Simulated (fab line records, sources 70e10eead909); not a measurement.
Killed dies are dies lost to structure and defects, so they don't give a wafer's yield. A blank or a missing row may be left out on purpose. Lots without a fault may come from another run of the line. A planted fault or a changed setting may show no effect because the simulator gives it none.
Chamber matching | flow nand_harc | NHARC_P_BONDPAD_DESCUM_11 on rie_diel-10: 4 sister chambers
The step chemistry O2, time 3 s. 14 wafers are shown with their chamber, then 7 later ones without.

WAFERS WITH THEIR CHAMBER
wafer  | chamber | showerhead_plenum_p_Torr (Torr) | oes_product_au (a.u.) | throttle_valve_pct (%)
L074.2 | 3       | 1.81                            | 1.010                 | 11.305
L074.4 | 2       | 1.90                            | 0.986                 | 11.307
L074.5 | 1       | 2.01                            | 1.017                 | 11.319
L077.1 | 2       | 1.90                            | 0.998                 | 11.307
L077.4 | 3       | 1.81                            | 1.018                 | 11.311
L077.6 | 3       | 1.81                            | 1.018                 | 11.301
L080.2 | 3       | 1.81                            | 1.019                 | 11.303
L080.4 | 2       | 1.90                            | 1.001                 | 11.306
L080.5 | 3       | 1.81                            | 1.010                 | 11.313
L084.3 | 0       | 2.03                            | 1.010                 | 11.313
L084.4 | 1       | 2.01                            | 1.009                 | 11.324
L084.5 | 3       | 1.81                            | 1.011                 | 11.298
L091.1 | 2       | 1.89                            | 0.999                 | 11.309
L091.3 | 1       | 2.01                            | 1.018                 | 11.302

SIGNATURES (means of the wafers above)
reading                  | chamber 0 | chamber 1 | chamber 2 | chamber 3 | scatter within a chamber
showerhead_plenum_p_Torr | 2.0300    | 2.0100    | 1.8975    | 1.8100    | 0.00274
oes_product_au           | 1.01000   | 1.01467   | 0.99600   | 1.01433   | 0.00533
throttle_valve_pct       | 11.31300  | 11.31500  | 11.30725  | 11.30517  | 0.00663
Rule: a wafer's distance from a chamber is the root of the sum, over the readings, of the square of ((its reading less the chamber's mean) divided by the reading's scatter). The wafer belongs to the nearest chamber; if the next one is less than 2 further off, it can't be placed. The scatter: the root of (the sum of the squares of (reading less its chamber's mean) over the shown wafers, divided by (wafers less chambers)).

WAFERS WITHOUT THEIR CHAMBER
wafer  | showerhead_plenum_p_Torr (Torr) | oes_product_au (a.u.) | throttle_valve_pct (%)
L091.5 | 2.02                            | 0.996                 | 11.325
L092.1 | 1.81                            | 0.998                 | 11.318
L092.4 | 2.02                            | 0.996                 | 11.306
L092.5 | 1.81                            | 1.012                 | 11.294
L096.2 | 1.89                            | 0.997                 | 11.315
L096.4 | 2.02                            | 0.998                 | 11.312
L096.5 | 2.01                            | 1.021                 | 11.312

WHICH CHAMBER EACH WENT THROUGH
wafer  | from the rows above     | in truth
L091.5 | can't be placed: 0 or 1 | 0
L092.1 | 3                       | 3
L092.4 | can't be placed: 0 or 1 | 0
L092.5 | 3                       | 3
L096.2 | 2                       | 2
L096.4 | can't be placed: 0 or 1 | 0
L096.5 | 1                       | 1
Placed correctly: 4 of 7. Can't be placed from these rows: 3 (the true chamber is among the candidates in 3). Placed wrongly: 0.
